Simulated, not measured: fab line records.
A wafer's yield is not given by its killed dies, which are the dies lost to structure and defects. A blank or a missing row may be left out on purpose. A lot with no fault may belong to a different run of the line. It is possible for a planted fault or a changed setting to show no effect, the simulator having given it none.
Chamber matching ; flow n5-finfet ; rie-diel-03 running N5_SD_EPI_P_ETCHBACK_46: 4 sister chambers
The step etches SiNx in CH3F/O2, stops on SiO2, target depth 17.5 nm. 14 wafers are shown with their chamber, then 6 later ones without.

WAFERS PAIRED WITH THEIR CHAMBERS
wafer;chamber;drypump-motor-current-A (A);showerhead-plenum-p-Torr (Torr);throttle-valve-pct (%)
L356.3;2;5.0;1.94;16.30
L356.5;3;5.4;2.07;16.34
L356.6;2;5.1;1.94;16.29
L357.2;2;5.1;1.94;16.31
L357.6;3;5.4;2.07;16.31
L359.1;1;6.1;1.95;16.02
L359.3;0;5.9;2.01;16.43
L359.6;1;6.1;1.95;16.03
L361.1;2;5.0;1.93;16.31
L361.4;3;5.4;2.07;16.34
L361.5;3;5.4;2.07;16.37
L369.1;3;5.4;2.06;16.37
L369.2;1;6.1;1.95;16.06
L369.4;0;5.9;2.00;16.46

SIGNATURES (averages over the wafers above)
reading;chamber 0;chamber 1;chamber 2;chamber 3;scatter within a chamber
drypump-motor-current-A;5.900;6.100;5.050;5.400;0.0316
showerhead-plenum-p-Torr;2.0050;1.9500;1.9375;2.0680;0.00453
throttle-valve-pct;16.4450;16.0367;16.3025;16.3460;0.0203
Rule: for a wafer and a chamber, the distance is found by dividing, reading by reading, the gap between the wafer's reading and the chamber's mean by the reading's scatter, squaring, summing and taking the root. The wafer belongs to the nearest chamber; if the next one is less than 2 further off, it can't be placed. The scatter: take each reading less its chamber's mean, square it, sum over the shown wafers, divide by the number of wafers less the number of chambers, and take the root.

WAFERS WHOSE CHAMBER IS MISSING
wafer;drypump-motor-current-A (A);showerhead-plenum-p-Torr (Torr);throttle-valve-pct (%)
L373.2;6.1;1.94;16.07
L373.4;5.0;1.93;16.35
L373.6;6.1;1.94;16.07
L377.2;5.4;2.06;16.40
L377.3;5.0;1.92;16.38
L377.4;5.0;1.92;16.37

EACH ONE'S CHAMBER
wafer;from the rows above;in truth
L373.2;1;1
L373.4;2;2
L373.6;1;1
L377.2;3;3
L377.3;2;2
L377.4;2;2
6 of 6 placed correctly. Not placeable from these rows: 0. Placed wrongly: 0.
